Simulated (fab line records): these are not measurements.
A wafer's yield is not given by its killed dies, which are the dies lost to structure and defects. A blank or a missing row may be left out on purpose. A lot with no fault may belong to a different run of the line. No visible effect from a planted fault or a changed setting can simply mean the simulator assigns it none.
Problem report, 8D (eight disciplines) form, completed by code	flow n5 finfet	the parts of the form that need people (team, actions taken, sign-off) are left out

## 1. THE ISSUE
Mean of dose ions cm2 at N5_MOL_CONTACT_COAG_IMPLANT_129: 3.077e+14 across 6 wafers in 2 lots; on wafers with no fault it is 5.999e+14 (standard deviation 5.8e+11). That is -99 or more standard deviations from the usual mean.
Seen first at day 5 21:04 on implanter-01, wafer L794.1. At this step, 28 wafers from 10 lots have a number in the record. Rule for "out" (also "out of limits"): further than 4 standard deviations from the usual mean. The rest of the wafers with a number are treated as sound.

## 2. WHAT IT IS AND WHAT IT IS NOT
question	is	is not
which readings at this step	dose ions cm2, beam on s	-
which lots	L794, L795	L790, L804, L805, L807, L808, L810, L811, L813
which wafers of those lots	all that have a number	-
read on which tools	implanter-01	implanter-02
when	from day 5 21:04	up to then (3 sound wafers); but 19 sound wafers of L804, L805, L807, L808, L810, L811, L813 came after

## 3. SUSPECTS, AND WHAT RULES EACH OUT
Counting: a tool at a process step up to the reading stays a suspect if it ran every lot that is out and no sound lot after the first of them.
- implanter-01 at N5_MOL_CONTACT_COAG_IMPLANT_129: ruled out as a lasting fault. After its first lot that is out, L794 (day 5 21:04), sound lots L805, L807, L810, L811, L813 ran on it.
Left after counting: nothing in the record.

## 4. THE CAUSE (what the simulator had put in)
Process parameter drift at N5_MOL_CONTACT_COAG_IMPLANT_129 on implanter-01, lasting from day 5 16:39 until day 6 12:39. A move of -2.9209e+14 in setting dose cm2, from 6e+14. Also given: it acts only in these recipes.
Counting ruled it out, wrongly.

## 5. THE EFFECT CHAIN, in route order
Each row: a reading whose mean over the struck wafers that have a number lies more than 3 standard deviations from the usual. Readings are gone through only where the record gives a usual standard deviation; hours: the median, over the lots, of the time from a lot's start at the first step in this table giving one to that lot's start at this step; sigmas: the change measured in usual standard deviations.
hours	step	reading	usual	on struck wafers	change	sigmas
0	N5_MOL_CONTACT_COAG_IMPLANT_129	beam on s	38.5 s	19.3	-19.2	-10
0	N5_MOL_CONTACT_COAG_IMPLANT_129	dose ions cm2	5.999e+14	3.077e+14	-2.922e+14	-99 or more
It contains these process steps:
- N5_MOL_CONTACT_COAG_IMPLANT_129
At these later measuring or inspecting steps, every struck wafer for which the step has a row has a number for every such reading, and none has moved that far: N5_BEOL_M4_RC_MEAS_101.

## 6. WHAT WOULD HAVE CAUGHT IT SOONER
4 hours passed between the start of the fault at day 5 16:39 and the first reading out of limits in this record, taken at day 5 21:04.
